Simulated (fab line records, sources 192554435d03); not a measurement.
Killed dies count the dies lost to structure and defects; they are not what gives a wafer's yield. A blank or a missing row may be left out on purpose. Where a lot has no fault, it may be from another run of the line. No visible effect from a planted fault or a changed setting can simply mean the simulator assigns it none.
Split-lot study :: flow n5Finfet :: 39 wafers read from 7 lots, route of 1938 steps

ABOUT THE SPLIT
At N5_DUMMY_GATE_ETCH_44 (etches poly-Si in HBr/O2, stops on SiO2, target depth 127.5 nm), the setting targetDepthA was moved away from the recipe's 1275 angstrom on 15 of the 39 wafers read, by -10.9% to +4.0%. For the rest of the wafers, this setting stayed at what the recipe calls for.

Reading taken at the split's own step.

THE READING
oesProductAu, in a.u., at N5_DUMMY_GATE_ETCH_44 (etches poly-Si in HBr/O2, stops on SiO2, target depth 127.5 nm). Fault-free wafers of this fab line usually give 0.731 a.u., standard deviation 0.0097 a.u.

wafer: L075.1
tool, chamber at the split: rieSi-06, 3
targetDepthA as run, angstrom: 1275
against the recipe: recipe
oesProductAu, a.u.: 0.733
against lot-mates on the recipe: -

wafer: L075.2
tool, chamber at the split: rieSi-06, 2
targetDepthA as run, angstrom: 1205
against the recipe: -5.5%
oesProductAu, a.u.: 0.754
against lot-mates on the recipe: +0.025

wafer: L075.3
tool, chamber at the split: rieSi-06, 0
targetDepthA as run, angstrom: 1275
against the recipe: recipe
oesProductAu, a.u.: 0.725
against lot-mates on the recipe: -

wafer: L075.4
tool, chamber at the split: rieSi-06, 1
targetDepthA as run, angstrom: 1205
against the recipe: -5.5%
oesProductAu, a.u.: 0.747
against lot-mates on the recipe: +0.018

wafer: L075.5
tool, chamber at the split: rieSi-06, 1
targetDepthA as run, angstrom: 1205
against the recipe: -5.5%
oesProductAu, a.u.: 0.745
against lot-mates on the recipe: +0.016

wafer: L075.6
tool, chamber at the split: rieSi-06, 2
targetDepthA as run, angstrom: 1275
against the recipe: recipe
oesProductAu, a.u.: 0.730
against lot-mates on the recipe: -

wafer: L078.1
tool, chamber at the split: rieSi-06, 1
targetDepthA as run, angstrom: 1189
against the recipe: -6.7%
oesProductAu, a.u.: 0.761
against lot-mates on the recipe: +0.033

wafer: L078.2
tool, chamber at the split: rieSi-06, 2
targetDepthA as run, angstrom: 1189
against the recipe: -6.7%
oesProductAu, a.u.: 0.758
against lot-mates on the recipe: +0.030

wafer: L078.3
tool, chamber at the split: rieSi-06, 3
targetDepthA as run, angstrom: 1275
against the recipe: recipe
oesProductAu, a.u.: 0.724
against lot-mates on the recipe: -

wafer: L078.4
tool, chamber at the split: rieSi-06, 0
targetDepthA as run, angstrom: 1275
against the recipe: recipe
oesProductAu, a.u.: 0.735
against lot-mates on the recipe: -

wafer: L078.5
tool, chamber at the split: rieSi-06, 3
targetDepthA as run, angstrom: 1275
against the recipe: recipe
oesProductAu, a.u.: 0.725
against lot-mates on the recipe: -

wafer: L078.6
tool, chamber at the split: rieSi-06, 2
targetDepthA as run, angstrom: 1189
against the recipe: -6.7%
oesProductAu, a.u.: 0.772
against lot-mates on the recipe: +0.044

wafer: L089.1
tool, chamber at the split: rieSi-02, 1
targetDepthA as run, angstrom: 1275
against the recipe: recipe
oesProductAu, a.u.: 0.735
against lot-mates on the recipe: -

wafer: L089.4
tool, chamber at the split: rieSi-02, 0
targetDepthA as run, angstrom: 1275
against the recipe: recipe
oesProductAu, a.u.: 0.736
against lot-mates on the recipe: -

wafer: L089.5
tool, chamber at the split: rieSi-02, 3
targetDepthA as run, angstrom: 1275
against the recipe: recipe
oesProductAu, a.u.: 0.722
against lot-mates on the recipe: -

wafer: L092.1
tool, chamber at the split: rieSi-06, 1
targetDepthA as run, angstrom: 1275
against the recipe: recipe
oesProductAu, a.u.: 0.724
against lot-mates on the recipe: -

wafer: L092.2
tool, chamber at the split: rieSi-06, 2
targetDepthA as run, angstrom: 1275
against the recipe: recipe
oesProductAu, a.u.: 0.729
against lot-mates on the recipe: -

wafer: L092.3
tool, chamber at the split: rieSi-06, 3
targetDepthA as run, angstrom: 1136
against the recipe: -10.9%
oesProductAu, a.u.: 0.769
against lot-mates on the recipe: +0.043

wafer: L092.4
tool, chamber at the split: rieSi-06, 3
targetDepthA as run, angstrom: 1136
against the recipe: -10.9%
oesProductAu, a.u.: 0.775
against lot-mates on the recipe: +0.049

wafer: L092.5
tool, chamber at the split: rieSi-06, 2
targetDepthA as run, angstrom: 1136
against the recipe: -10.9%
oesProductAu, a.u.: 0.773
against lot-mates on the recipe: +0.047

wafer: L092.6
tool, chamber at the split: rieSi-06, 1
targetDepthA as run, angstrom: 1275
against the recipe: recipe
oesProductAu, a.u.: 0.725
against lot-mates on the recipe: -

wafer: L094.1
tool, chamber at the split: rieSi-06, 1
targetDepthA as run, angstrom: 1326
against the recipe: +4.0%
oesProductAu, a.u.: 0.719
against lot-mates on the recipe: -0.011

wafer: L094.2
tool, chamber at the split: rieSi-06, 0
targetDepthA as run, angstrom: 1275
against the recipe: recipe
oesProductAu, a.u.: 0.740
against lot-mates on the recipe: -

wafer: L094.3
tool, chamber at the split: rieSi-06, 3
targetDepthA as run, angstrom: 1275
against the recipe: recipe
oesProductAu, a.u.: 0.722
against lot-mates on the recipe: -

wafer: L094.4
tool, chamber at the split: rieSi-06, 2
targetDepthA as run, angstrom: 1275
against the recipe: recipe
oesProductAu, a.u.: 0.729
against lot-mates on the recipe: -

wafer: L094.5
tool, chamber at the split: rieSi-06, 1
targetDepthA as run, angstrom: 1326
against the recipe: +4.0%
oesProductAu, a.u.: 0.713
against lot-mates on the recipe: -0.017

wafer: L094.6
tool, chamber at the split: rieSi-06, 2
targetDepthA as run, angstrom: 1326
against the recipe: +4.0%
oesProductAu, a.u.: 0.723
against lot-mates on the recipe: -0.007

wafer: L095.1
tool, chamber at the split: rieSi-02, 1
targetDepthA as run, angstrom: 1275
against the recipe: recipe
oesProductAu, a.u.: 0.731
against lot-mates on the recipe: -

wafer: L095.2
tool, chamber at the split: rieSi-02, 2
targetDepthA as run, angstrom: 1321
against the recipe: +3.6%
oesProductAu, a.u.: 0.726
against lot-mates on the recipe: -0.003

wafer: L095.3
tool, chamber at the split: rieSi-02, 0
targetDepthA as run, angstrom: 1321
against the recipe: +3.6%
oesProductAu, a.u.: 0.715
against lot-mates on the recipe: -0.014

wafer: L095.4
tool, chamber at the split: rieSi-02, 0
targetDepthA as run, angstrom: 1275
against the recipe: recipe
oesProductAu, a.u.: 0.732
against lot-mates on the recipe: -

wafer: L095.5
tool, chamber at the split: rieSi-02, 2
targetDepthA as run, angstrom: 1275
against the recipe: recipe
oesProductAu, a.u.: 0.723
against lot-mates on the recipe: -

wafer: L095.6
tool, chamber at the split: rieSi-02, 1
targetDepthA as run, angstrom: 1321
against the recipe: +3.6%
oesProductAu, a.u.: 0.716
against lot-mates on the recipe: -0.013

wafer: L097.1
tool, chamber at the split: rieSi-06, 3
targetDepthA as run, angstrom: 1275
against the recipe: recipe
oesProductAu, a.u.: 0.722
against lot-mates on the recipe: -

wafer: L097.2
tool, chamber at the split: rieSi-06, 2
targetDepthA as run, angstrom: 1275
against the recipe: recipe
oesProductAu, a.u.: 0.726
against lot-mates on the recipe: -

wafer: L097.3
tool, chamber at the split: rieSi-06, 1
targetDepthA as run, angstrom: 1275
against the recipe: recipe
oesProductAu, a.u.: 0.726
against lot-mates on the recipe: -

wafer: L097.4
tool, chamber at the split: rieSi-06, 3
targetDepthA as run, angstrom: 1275
against the recipe: recipe
oesProductAu, a.u.: 0.728
against lot-mates on the recipe: -

wafer: L097.5
tool, chamber at the split: rieSi-06, 1
targetDepthA as run, angstrom: 1275
against the recipe: recipe
oesProductAu, a.u.: 0.727
against lot-mates on the recipe: -

wafer: L097.6
tool, chamber at the split: rieSi-06, 2
targetDepthA as run, angstrom: 1275
against the recipe: recipe
oesProductAu, a.u.: 0.723
against lot-mates on the recipe: -

FIT RESULTS
A straight line over all 39 wafers: oesProductAu changes by -0.00395 a.u. for each +1% of targetDepthA; r = -0.94; the points scatter about the line by 0.0058 a.u.
The same after taking each lot's own level away (the mean of its wafers on the recipe; 39 wafers): -0.0041 a.u. for each +1%; r = -0.95; scatter 0.0054 a.u.
That fit puts the effect of the largest move of targetDepthA on the reading at 0.045 a.u.
The span of the lots' own levels, 0.7253 to 0.7310 a.u., comes to 0.6 times the standard deviation stated above.
Hence the lot-to-lot level has little effect on the slope; both slopes agree.
Check: +0.0465 a.u. against its lot-mates is what the line predicts for one of the wafers moved furthest among these (-10.9%) when that wafer is left out of the fit. It came out at +0.043 a.u. against them.
Tool readings at the split's step, against how far the setting was moved: oesProductAu r = -0.94.

OTHER SPLITS ON THESE WAFERS
Before the reading, these wafers also passed through other splits. Each is held against what the fit with the lots' levels taken away leaves over:
other split on the same wafers: N5_WELL_APT_EXPOSE_05 doseMj
wafers away from the commonest value: 12
r with oesProductAu (lot level and that fit taken away): -0.34

other split on the same wafers: N5_FIN_CUT_CUT_ETCH_26 sourceW
wafers away from the commonest value: 15
r with oesProductAu (lot level and that fit taken away): -0.08

FILE'S OWN FIT
oesProductAu changes by -0.00416 a.u. for each +1% of targetDepthA, r = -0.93.
